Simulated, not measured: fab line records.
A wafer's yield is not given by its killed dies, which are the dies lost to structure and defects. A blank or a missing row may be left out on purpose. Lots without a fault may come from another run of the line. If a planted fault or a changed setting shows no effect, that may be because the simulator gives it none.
Chamber matching	flow n5Finfet	N5_SD_EPI_P_ETCH_47 on rieDiel-02 has 4 sister chambers
The step etches SiOCN in CH3F/O2, target depth 25 nm. 14 wafers are shown with their chamber, then 7 later ones without.

WAFERS PAIRED WITH THEIR CHAMBERS
wafer	chamber	showerheadPlenumPTorr (Torr)	rfVppV (V)	throttleValvePct (%)
L078.1	2	2.09	127	16.41
L078.3	0	2.04	134	16.43
L078.6	2	2.09	127	16.39
L083.2	1	1.93	123	16.64
L083.4	3	1.98	134	16.68
L083.5	1	1.93	122	16.62
L090.1	3	1.97	133	16.73
L090.2	0	2.04	134	16.44
L090.5	1	1.92	124	16.66
L093.2	0	2.03	133	16.48
L093.4	2	2.08	126	16.45
L093.5	2	2.08	126	16.47
L094.1	0	2.03	132	16.47
L094.4	2	2.08	126	16.48

SIGNATURES (averages over the wafers above)
reading	chamber 0	chamber 1	chamber 2	chamber 3	scatter within a chamber
showerheadPlenumPTorr	2.0350	1.9267	2.0840	1.9750	0.0058
rfVppV	133.25	123.00	126.40	133.50	0.803
throttleValvePct	16.4550	16.6400	16.4400	16.7050	0.0312
Rule: for each reading, subtract the chamber's mean from the wafer's reading, divide by that reading's scatter and square the result; add these up over the readings and take the root, which gives the wafer's distance from the chamber. The wafer belongs to the nearest chamber; if the next one is less than 2 further off, it can't be placed. The scatter: the root of (the sum of the squares of (reading less its chamber's mean) over the shown wafers, divided by (wafers less chambers)).

WAFERS WHOSE CHAMBER IS MISSING
wafer	showerheadPlenumPTorr (Torr)	rfVppV (V)	throttleValvePct (%)
L094.6	1.92	121	16.66
L095.1	2.03	134	16.50
L095.3	2.08	127	16.46
L095.4	1.92	121	16.68
L097.2	1.97	132	16.76
L097.5	2.03	134	16.48
L097.6	1.97	132	16.76

EACH ONE'S CHAMBER
wafer	from the rows above	in truth
L094.6	1	1
L095.1	0	0
L095.3	2	2
L095.4	1	1
L097.2	3	3
L097.5	0	0
L097.6	3	3
Placed correctly: 7 of 7. Number that these rows cannot place: 0. 0 placed wrongly.
